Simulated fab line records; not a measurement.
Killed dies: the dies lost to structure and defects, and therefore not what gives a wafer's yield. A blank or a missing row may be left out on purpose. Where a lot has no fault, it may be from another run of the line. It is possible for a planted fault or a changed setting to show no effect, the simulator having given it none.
Comparing a struck lot with a sound one	flow n5 finfet	36 out of 1938 route steps
Sound: these wafers, L219.2, L219.5, L219.6. Wafers struck: L212.4, L212.5, L212.6. The cause is given at the end.
At each step with rows: each side's tool, then ch and its chambers, then its first start. Under that, the readings that differ: sound wafers	struck wafers	difference of the means	sigmas: that difference in standard deviations of wafers without a fault.
alike: words and numbers the same on both sides, and readings whose means are apart by under 2 such deviations; not compared: readings that were withheld, readings missing a value for some wafer, numbers with overlapping values and no deviation given by the record, and bounds like >300 which may hide the same value.
A row with sigmas, a row that says differs or no value, or rows on one side alone: a step with any of these is where the two part. Numbers that don't overlap but have no deviation are shown without sigmas and don't part them. Lack of a reading on every wafer of one side parts them only where that side has two or more wafers.

first, 11 steps without rows for these wafers: N5_BEOL_M14_VIA_ETCH_16 (etches SiO2 in C4F8/O2/Ar, target depth 1231.3 nm); N5_BEOL_M14_STRIP_63 (strips in O2); N5_BEOL_M14_STRIP_64 (strips in O2); N5_BEOL_M14_STRIP_71 (strips in post etch residue remover, time 60 s); N5_BEOL_M14_SRD_72 (time 30 s, dry time 30 s); N5_BEOL_M14_COAT_65 (time 60 s, resist thk 450 nm); N5_BEOL_M14_COAT_66 (time 60 s, resist thk 110 nm); N5_BEOL_M14_COAT_22 (resist thk 300 nm); N5_BEOL_M14_EBR_24; N5_BEOL_M14_SOFTBAKE_23 (time 60 s); N5_BEOL_M14_EXPOSE_25 (exposes mask M14, target cd 280 nm).
N5_BEOL_M14_PEB_26: peb time 90 s.
  sound on litho track-05 ch 0, day 14 22:53; struck on litho track-01 ch 0, day 13 00:15
reading	sound	struck	difference	sigmas
heater power total W (W)	172.7 173.1 172.1	165.5 164.3 164.6	-7.8	-10
plate temp C (C)	130.08 130.08 130.04	126.03 126.08 126.02	-4.02	-27
then, 2 steps without rows for these wafers: N5_BEOL_M14_DEVELOP_27 (develop time 45 s); N5_BEOL_M14_HARDBAKE_32 (time 120 s).
N5_BEOL_M14_CD_MEAS_28: target cd 284.4 nm.
  sound on cd sem-01 ch 0, day 14 22:59; struck on cd sem-03 ch 0, day 13 00:22
reading	sound	struck	difference	sigmas
cd nm (nm)	284.9 286.5 285.7	262.9 261.6 261.5	-23.7	-18
N5_BEOL_M14_DESCUM_33: chemistry O2, time 7.9 s.
  sound on rie diel-05 ch 0,1,2, day 14 23:10; struck on rie diel-01 ch 0,3, day 13 00:27
reading	sound	struck	difference	sigmas
model.BEOL_M14.cd nm (nm)	285 286.8 285.4	262.8 261.8 261.6	-23.7	
  alike: drypump motor current A, oes product au, rf vpp V, showerhead plenum p Torr, throttle valve pct
  not compared: rf hours counter h
then, 6 steps without rows for these wafers: N5_BEOL_M14_ETCH_67 (etches SiARC in CF4, target depth 143 nm, time 238.3 s); N5_BEOL_M14_ETCH_68 (etches SOC in N2/H2, time 450 s); N5_BEOL_M14_STRIP_69 (strips in N2/H2); N5_BEOL_M14_TRENCH_ETCH_34 (etches SiO2 in C4F8/O2/Ar, target depth 556.65 nm, time 126.9 s); N5_BEOL_M14_STRIP_70 (strips in C4F8/O2/Ar); N5_BEOL_M14_STRIP_37 (strips in O2).
N5_BEOL_M14_ETCH_38: etches SiCN in CF4/N2, target depth 106.5 nm, time 120.6 s.
  sound: rie diel-05 ch 0,2,3; struck: rie diel-05 ch 1,2
reading	sound	struck	difference	sigmas
model.BEOL_M14.cd nm (nm)	281.8 283.8 280.4	258.4 259.8 256.6	-23.7	
  alike: drypump motor current A, oes product au, rf vpp V, showerhead plenum p Torr, throttle valve pct
  not compared: rf hours counter h
then, 12 steps without rows for these wafers: N5_BEOL_M14_PRECLEAN_39 (cleans in residue remover, time 60 s); N5_BEOL_M14_SRD_40 (time 30 s, dry time 30 s); N5_BEOL_M14_DEGAS_41 (time 60 s); N5_BEOL_M14_PRE_CLEAN_42 (time 30 s); N5_BEOL_M14_SPUTTER_43 (material TaN, target thk 15 nm, time 24.19 s); N5_BEOL_M14_SPUTTER_44 (material Ta, target thk 15 nm, time 24.19 s); N5_BEOL_M14_SPUTTER_45 (material Cu, target thk 100 nm, time 16.67 s); N5_BEOL_M14_ECD_47 (material Cu, target thk 1248 nm); N5_BEOL_M14_ANNEAL_48 (time 90 s); N5_BEOL_M14_CMP_49 (polishes, stops on SiO2, t overpolish 5.2 s, target thk 560 nm); N5_BEOL_M14_PRE_CLEAN_52 (time 15 s); N5_BEOL_M14_DEP_53 (deposits SiCN from 3MS/NH3, target thk 50 nm, time 17.8 s).
N5_BEOL_M15_RC_MEAS_101:
  sound on prober-02 ch 0, day 15 09:26; struck on prober-01 ch 0, day 13 09:47
reading	sound	struck	difference	sigmas
etest temp c (C)	24.90 24.95 24.93	25.21 25.11 25.19	+0.24	+3
COMB_M8 (S/m)	1.9e-11 2.2e-11 2.2e-11	3.7e-11 4e-11 2.6e-11	+1.3e-11	+3
SERP_M13 (ohm/um)	0.309 0.303 0.307	0.317 0.316 0.320	+0.011	+2
SERP_M14 (ohm/um)	0.1589 0.1525 0.1570	0.1818 0.1746 0.1842	+0.0241	+9
SERP_M14_max_site (ohm/um)	0.1613 0.1538 0.1588	0.1846 0.1766 0.1855	+0.0243	+8
  alike: COMB_M10, COMB_M11, COMB_M12, COMB_M13, COMB_M14, COMB_M15, COMB_M5, COMB_M6, COMB_M7, COMB_M9, SERP_M10, SERP_M11, SERP_M12, SERP_M5, SERP_M6, SERP_M7, SERP_M8, SERP_M9

## WHERE THEY PART
Last at N5_BEOL_M15_RC_MEAS_101 as far as this record goes, first at N5_BEOL_M14_PEB_26.

WHY: whatever the simulator had introduced
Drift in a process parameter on litho track-01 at N5_BEOL_M14_PEB_26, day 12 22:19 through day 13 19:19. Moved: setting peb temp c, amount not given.
